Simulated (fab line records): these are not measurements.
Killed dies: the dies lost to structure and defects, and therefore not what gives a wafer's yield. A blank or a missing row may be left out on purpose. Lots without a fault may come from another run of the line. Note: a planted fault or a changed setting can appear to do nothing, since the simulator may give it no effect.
Which of the tools did it?    flow n5_finfet    33 wafers from 11 lots sampled at 5 of the route's 1938 steps

== WHAT THE GAUGES SHOWED, per wafer ==
N5_MIM_TOP_LITHO_CD_MEAS_08: the cd target is 2000 nm.
lot   measured      on         cd_nm (nm)
L852  day 12 11:26  cd_sem-01  2002.2 2001.0 2001.1
L860  day 15 00:01  cd_sem-02  1999.5 1999.4 1998.3
L862  day 15 15:48  cd_sem-02  2000.4 2012.1 1998.6
L863  day 16 03:40  cd_sem-03  2001.6 2014.2 2003.9
L866  day 16 13:12  cd_sem-03  2000.4 2001.8 2002.5
L865  day 16 20:20  cd_sem-02  2000.1 2000.1 1999.4
L868  day 17 00:36  cd_sem-01  2000.5 1997.6 1999.3
L869  day 17 13:13  cd_sem-03  2001.1 2000.5 1998.3
L872  day 18 00:12  cd_sem-03  1998.7 1999.9 1999.6
L874  day 18 21:23  cd_sem-02  1998.9 1999.0 1998.6
L875  day 19 04:52  cd_sem-01  2003.5 2002.1 2003.1

== TOOL THAT RAN EACH LOT (tool first, then ch and the chambers of the sampled wafers, then the start) ==
lot   N5_BEOL_M15_SPUTTER_45        N5_BEOL_M15_DEP_53               N5_MIM_TOP_DEGAS_04           N5_MIM_TOP_LITHO_DEVELOP_07
L852  pvd_sputter-02, day 12 06:02  pecvd-03 ch 0,1,2, day 12 07:03  pvd_sputter-03, day 12 10:52  litho_track-05 ch 0, day 12 11:18
L860  pvd_sputter-03, day 14 14:47  pecvd-03 ch 0,1,2, day 14 19:47  pvd_sputter-01, day 14 23:28  litho_track-01 ch 0, day 14 23:55
L862  pvd_sputter-02, day 15 07:51  pecvd-01 ch 0,1,2, day 15 09:08  pvd_sputter-03, day 15 15:22  litho_track-05 ch 0, day 15 15:41
L863  pvd_sputter-01, day 15 22:41  pecvd-04 ch 0,1,2, day 15 23:43  pvd_sputter-03, day 16 03:07  litho_track-05 ch 0, day 16 03:34
L866  pvd_sputter-02, day 16 05:32  pecvd-03 ch 0,1, day 16 07:07    pvd_sputter-03, day 16 12:46  litho_track-04 ch 0, day 16 13:05
L865  pvd_sputter-02, day 16 14:17  pecvd-04 ch 1,2, day 16 16:20    pvd_sputter-03, day 16 19:47  litho_track-01 ch 0, day 16 20:14
L868  pvd_sputter-03, day 16 17:28  pecvd-01 ch 0,1, day 16 18:29    pvd_sputter-02, day 17 00:02  litho_track-04 ch 0, day 17 00:29
L869  pvd_sputter-02, day 17 08:55  pecvd-01 ch 0,2, day 17 09:58    pvd_sputter-01, day 17 12:47  litho_track-04 ch 0, day 17 13:06
L872  pvd_sputter-02, day 17 18:23  pecvd-04 ch 0,1, day 17 19:47    pvd_sputter-02, day 17 23:46  litho_track-01 ch 0, day 18 00:05
L874  pvd_sputter-01, day 18 16:41  pecvd-04 ch 0,1,2, day 18 17:43  pvd_sputter-03, day 18 20:50  litho_track-01 ch 0, day 18 21:16
L875  pvd_sputter-02, day 19 00:24  pecvd-04 ch 0,1,2, day 19 01:25  pvd_sputter-02, day 19 04:18  litho_track-05 ch 0, day 19 04:45
- N5_BEOL_M15_SPUTTER_45: material Cu, target thk 100 nm, time 16.67 s.
- N5_BEOL_M15_DEP_53: deposits SiCN from 3MS/NH3, target thk 50 nm, time 17.8 s.
- N5_MIM_TOP_DEGAS_04: time 60 s.
- N5_MIM_TOP_LITHO_DEVELOP_07: develop time 60 s.

== THE ANSWER, worked out from the rows above alone ==
Rule: the lots themselves supply what counts as usual. The widest of any qualifying gaps counts: lots, ordered by their means at a reading, are off when they make up no more than a third of the lots, leave a main group of 4 or more, and stand apart from it by 3 or more times the standard deviation of that group's means. A main group whose means are all the same, to the digits that the tables above print for the reading, isn't used. A lot without any number at a reading at which 4 lots or more have one is off too. The other lots that the step has rows for count as sound.
No lot is off on any of the readings shown, so nothing can be concluded from this.

== WHAT THE SIMULATOR HAD PUT IN ==
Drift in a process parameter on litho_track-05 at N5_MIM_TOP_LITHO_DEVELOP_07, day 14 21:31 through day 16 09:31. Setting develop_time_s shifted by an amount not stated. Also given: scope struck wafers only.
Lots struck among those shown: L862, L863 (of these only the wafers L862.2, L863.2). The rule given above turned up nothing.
